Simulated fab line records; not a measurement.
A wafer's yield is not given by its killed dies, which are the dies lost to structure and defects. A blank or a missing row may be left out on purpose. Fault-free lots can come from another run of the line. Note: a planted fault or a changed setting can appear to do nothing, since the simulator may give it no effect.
Split-lot experiment / flow n5_finfet / 21 wafers read across 7 lots, on a route 1938 steps long

THE SPLIT
At N5_BEOL_M11_TRENCH_ETCH_37 (etches SiCOH lowk in C4F6/O2, target depth 148.83 nm, time 48 s), the setting bias_w was moved away from the recipe's 185 W on 10 of the 21 wafers read, by -16.6% to +12.1%. This setting was run at the recipe's value on the other wafers.

FROM THE SPLIT TO THE READING: what the file shows between them, 2 steps
- N5_BEOL_M11_ETCH_41: etches SiCN in CH3F/O2, target depth 42.6 nm, time 86 s
- N5_BEOL_M11_STRIP_77: strips in N2/H2, time 10 s

THE READING
trench_depth_nm, in nm, at N5_BEOL_M11_OCD_MEAS_38. Typical for fault-free wafers on this fab line: 147.3 nm, with standard deviation 2.1 nm.

wafer=L076.2; tool, chamber at the split=rie_diel-03, 2; bias_w as run, W=185; against the recipe=recipe; trench_depth_nm, nm=145.6; against lot-mates on the recipe=-
wafer=L076.3; tool, chamber at the split=rie_diel-03, 1; bias_w as run, W=185; against the recipe=recipe; trench_depth_nm, nm=147.7; against lot-mates on the recipe=-
wafer=L076.6; tool, chamber at the split=rie_diel-03, 2; bias_w as run, W=159.8; against the recipe=-13.6%; trench_depth_nm, nm=138.4; against lot-mates on the recipe=-8.2
wafer=L084.1; tool, chamber at the split=rie_diel-04, 2; bias_w as run, W=163; against the recipe=-11.9%; trench_depth_nm, nm=141.0; against lot-mates on the recipe=-7.9
wafer=L084.5; tool, chamber at the split=rie_diel-04, 3; bias_w as run, W=163; against the recipe=-11.9%; trench_depth_nm, nm=143.9; against lot-mates on the recipe=-5.0
wafer=L084.6; tool, chamber at the split=rie_diel-04, 0; bias_w as run, W=185; against the recipe=recipe; trench_depth_nm, nm=148.9; against lot-mates on the recipe=-
wafer=L088.1; tool, chamber at the split=rie_diel-04, 3; bias_w as run, W=154.2; against the recipe=-16.6%; trench_depth_nm, nm=141.4; against lot-mates on the recipe=-8.5
wafer=L088.4; tool, chamber at the split=rie_diel-04, 0; bias_w as run, W=185; against the recipe=recipe; trench_depth_nm, nm=150.0; against lot-mates on the recipe=-
wafer=L088.5; tool, chamber at the split=rie_diel-04, 1; bias_w as run, W=185; against the recipe=recipe; trench_depth_nm, nm=149.9; against lot-mates on the recipe=-
wafer=L089.2; tool, chamber at the split=rie_diel-03, 0; bias_w as run, W=185; against the recipe=recipe; trench_depth_nm, nm=146.2; against lot-mates on the recipe=-
wafer=L089.5; tool, chamber at the split=rie_diel-03, 2; bias_w as run, W=185; against the recipe=recipe; trench_depth_nm, nm=146.6; against lot-mates on the recipe=-
wafer=L089.6; tool, chamber at the split=rie_diel-03, 3; bias_w as run, W=185; against the recipe=recipe; trench_depth_nm, nm=144.3; against lot-mates on the recipe=-
wafer=L090.3; tool, chamber at the split=rie_diel-03, 2; bias_w as run, W=207.4; against the recipe=+12.1%; trench_depth_nm, nm=151.4; against lot-mates on the recipe=+3.1
wafer=L090.5; tool, chamber at the split=rie_diel-03, 3; bias_w as run, W=185; against the recipe=recipe; trench_depth_nm, nm=148.3; against lot-mates on the recipe=-
wafer=L090.6; tool, chamber at the split=rie_diel-03, 0; bias_w as run, W=207.4; against the recipe=+12.1%; trench_depth_nm, nm=152.7; against lot-mates on the recipe=+4.4
wafer=L093.2; tool, chamber at the split=rie_diel-03, 3; bias_w as run, W=162.3; against the recipe=-12.3%; trench_depth_nm, nm=140.0; against lot-mates on the recipe=-6.0
wafer=L093.4; tool, chamber at the split=rie_diel-03, 0; bias_w as run, W=185; against the recipe=recipe; trench_depth_nm, nm=146.0; against lot-mates on the recipe=-
wafer=L093.5; tool, chamber at the split=rie_diel-03, 3; bias_w as run, W=162.3; against the recipe=-12.3%; trench_depth_nm, nm=140.5; against lot-mates on the recipe=-5.5
wafer=L094.2; tool, chamber at the split=rie_diel-03, 0; bias_w as run, W=194; against the recipe=+4.9%; trench_depth_nm, nm=147.5; against lot-mates on the recipe=+1.8
wafer=L094.4; tool, chamber at the split=rie_diel-03, 2; bias_w as run, W=194; against the recipe=+4.9%; trench_depth_nm, nm=147.7; against lot-mates on the recipe=+2.0
wafer=L094.6; tool, chamber at the split=rie_diel-03, 0; bias_w as run, W=185; against the recipe=recipe; trench_depth_nm, nm=145.7; against lot-mates on the recipe=-

FIT RESULTS
A straight line over all 21 wafers: trench_depth_nm changes by +0.436 nm for each +1% of bias_w; r = +0.90; the points scatter about the line by 1.8 nm.
The same after taking each lot's own level away (the mean of its wafers on the recipe; 21 wafers): +0.46 nm for each +1%; r = +0.97; scatter 1 nm.
That fit puts the effect of the largest move of bias_w on the reading at 7.7 nm.
The span of the lots' own levels, 145.70 to 149.95 nm, comes to 2.0 times the standard deviation stated above.
Consequently the slope shifts little with the lot-to-lot level, the two slopes agreeing.
Check: for one of the wafers moved furthest among these (-16.6%), held out of the fit, the line's prediction against its lot-mates is -7.99 nm. It came out at -8.55 nm against them.
Tool readings at the split's step, against how far the setting was moved: rf_vpp_V r = +0.98.

OTHER SPLITS APPLIED TO THESE WAFERS
Other splits were also applied to these wafers ahead of the reading. Each is held against what the fit with the lots' levels taken away leaves over:
other split on the same wafers=N5_BEOL_M9_COAT_05 spin_rpm; wafers away from the commonest value=5; r with trench_depth_nm (lot level and that fit taken away)=-0.09
other split on the same wafers=N5_BEOL_M9_EXPOSE_08 dose_mj; wafers away from the commonest value=7; r with trench_depth_nm (lot level and that fit taken away)=+0.17
other split on the same wafers=N5_BEOL_M10_COAT_64 spin_rpm; wafers away from the commonest value=4; r with trench_depth_nm (lot level and that fit taken away)=-0.16
other split on the same wafers=N5_BEOL_M10_PEB_26 peb_time_s; wafers away from the commonest value=8; r with trench_depth_nm (lot level and that fit taken away)=+0.12
other split on the same wafers=N5_BEOL_M11_ETCH_66 time_s; wafers away from the commonest value=8; r with trench_depth_nm (lot level and that fit taken away)=-0.15

THE WHOLE CHAIN: every reading that the file lists as answering this split, in the file's order
step=N5_BEOL_M11_TRENCH_ETCH_37; what it does=etches SiCOH lowk in C4F6/O2, target depth 148.83 nm, time 48 s; reading=rf_vpp_V; change (the file's fit)=+6.31 V for each +1% of the setting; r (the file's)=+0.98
step=N5_BEOL_M11_TRENCH_ETCH_37; what it does=etches SiCOH lowk in C4F6/O2, target depth 148.83 nm, time 48 s; reading=etch.depth_nm (the simulator's own value, which no gauge read); change (the file's fit)=+0.48 nm for each +1% of the setting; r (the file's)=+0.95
step=N5_BEOL_M11_TRENCH_ETCH_37; what it does=etches SiCOH lowk in C4F6/O2, target depth 148.83 nm, time 48 s; reading=BEOL_M11.feature_depth_nm (the simulator's own value, which no gauge read); change (the file's fit)=+0.478 nm for each +1% of the setting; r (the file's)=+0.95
step=N5_BEOL_M11_OCD_MEAS_38; what it does=; reading=trench_depth_nm; change (the file's fit)=+0.493 nm for each +1% of the setting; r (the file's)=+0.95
step=N5_BEOL_M11_CMP_52; what it does=polishes, stops on SiCOH lowk, t overpolish 7 s, target thk 140 nm; reading=Cu_of_BEOL_M11_ECD_50.thk_nm (the simulator's own value, which no gauge read); change (the file's fit)=+0.504 nm for each +1% of the setting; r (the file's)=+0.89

FILE'S OWN FIT
trench_depth_nm changes by +0.493 nm for each +1% of bias_w, r = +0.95.
